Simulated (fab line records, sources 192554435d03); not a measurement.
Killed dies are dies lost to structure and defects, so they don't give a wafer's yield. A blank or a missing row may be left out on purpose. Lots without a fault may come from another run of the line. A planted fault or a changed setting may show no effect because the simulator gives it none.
A struck lot beside a sound one | flow n5_finfet | 15 steps out of a route of 1938
Sound: wafers L244.1, L244.5, L244.6. Struck: wafer L238.6. (L238.1, L238.2 of the same lot were not struck and are left out.) The cause comes at the end.
At each step with rows: each side's tool, then ch and its chambers, then its first start. Under that, the readings that differ: sound wafers | struck wafers | difference of the means | sigmas: that difference in standard deviations of wafers without a fault.
alike: readings whose means differ by less than 2 such deviations, and words and numbers that are the same on both sides. not compared: withheld readings, readings that some wafer has no value for, bounds like >300 that may hide the same value, and numbers for which the record gives no deviation and whose values overlap.
The two part at a step that has a row with sigmas, a row that says differs or no value, or rows on one side only. Numbers that don't overlap but have no deviation are shown without sigmas and don't part them. A reading that every wafer of one side lacks parts them only if that side has two wafers or more.

N5_HKMG_FIN_STRIP_93: strips SOC in N2/H2, time 20 s.
  sound on rie_diel-04 ch 0,1, day 8 09:13; struck on rie_diel-03 ch 3, day 7 03:41
  alike: chamber_pressure_mTorr, drypump_motor_current_A, oes_product_au, rf_vpp_V, showerhead_plenum_p_Torr, temp_c, throttle_valve_pct
  not compared: rf_hours_counter_h
then, 1 step without rows for these wafers: N5_HKMG_FIN_WET_ETCH_76 (etches Al2O3 in dNH4OH, stops on La2O3, target depth 2.25 nm, rinse time 30 s).
N5_HKMG_FIN_STRIP_60: strips in N2/H2, time 360 s.
  sound on plasma_asher-02 ch 0,1, day 8 09:22; struck on plasma_asher-01 ch 0, day 7 03:50
  reading            | sound       | struck | difference | sigmas
  heater_power_w (W) | 599 589 485 | 364    | -194       | -3
  alike: drypump_motor_current_A, temp_c
  not compared: rf_hours_counter_h
then, 2 steps without rows for these wafers: N5_HKMG_FIN_WET_ETCH_77 (etches La2O3 in dHCl, stops on HfO2, target depth 2 nm); N5_HKMG_FIN_WET_ETCH_78 (etches Al2O3 in dNH4OH, stops on La2O3, target depth 4.5 nm, rinse time 30 s).
N5_HKMG_FIN_ALD_79: deposits TiN, target thk 1.5 nm, pulse time 1 s, purge time 3 s.
  sound on ald_metal-02 ch 0,2,3, day 8 09:52; struck on ald_metal-01 ch 1, day 7 04:19
  alike: heater_power_w, precursor_pulse_height_rel, susceptor_temp_C
  not compared: ald_cycles
N5_HKMG_FIN_CVD_62: deposits a-Si from Si2H6, target thk 3 nm, time 20.8 s.
  sound on thermal_cvd_si-02 ch 0,1,2, day 8 10:14; struck on thermal_cvd_si-01 ch 1, day 7 04:41
  alike: heater_power_w, susceptor_temp_C
then, 5 steps without rows for these wafers: N5_HKMG_FIN_RTA_80 (time 2 s); N5_HKMG_FIN_PRECLEAN_64 (cleans in dHF, time 30 s); N5_HKMG_FIN_WET_ETCH_65 (etches a-Si in TMAH, stops on TiN, time 49 s, target depth 3 nm); N5_HKMG_FIN_WET_ETCH_81 (etches TiN in SC1, stops on HfO2, time 57 s, target depth 6 nm); N5_HKMG_FIN_WET_ETCH_82 (etches La2O3 in dHCl, stops on HfO2, target depth 2 nm, rinse time 30 s).
N5_HKMG_FIN_ALD_36: deposits TiN, target thk 1 nm, pulse time 1 s, purge time 3 s.
  sound on ald_metal-03 ch 0,1, day 8 10:40; struck on ald_metal-02 ch 3, day 7 05:05
  reading    | sound    | struck | difference | sigmas
  ald_cycles | 47 47 47 | 34     | -13        |
  alike: heater_power_w, precursor_pulse_height_rel
  not compared: susceptor_temp_C
N5_HKMG_FIN_THK_MEAS_70: measures by xrf.
  sound on film_metro-02, day 8 10:56; struck on film_metro-01, day 7 05:22
  alike: HK_THK
-- the record jumps here: 10 days lie between the struck wafers' starts before and after (it left off in module HKMG_FIN and takes up again in module PASSIVATION, whose first step shown is number 1936 of the route) --
N5_PASSIVATION_PROBE_49:
  sound on prober-01, day 18 06:27; struck on prober-01, day 16 23:38
  alike: killed_at_M0_to_M3, killed_at_M4_up, killed_at_contacts, killed_at_front_end, killed_at_other, killed_dies, killed_open, killed_short

WHERE THEY PART
Only at N5_HKMG_FIN_STRIP_60, within this record. Later steps at which nothing parts them and some readings are alike: N5_HKMG_FIN_ALD_79, N5_HKMG_FIN_CVD_62, N5_HKMG_FIN_ALD_36, N5_HKMG_FIN_THK_MEAS_70, N5_PASSIVATION_PROBE_49.

WHY: what the simulator had put in
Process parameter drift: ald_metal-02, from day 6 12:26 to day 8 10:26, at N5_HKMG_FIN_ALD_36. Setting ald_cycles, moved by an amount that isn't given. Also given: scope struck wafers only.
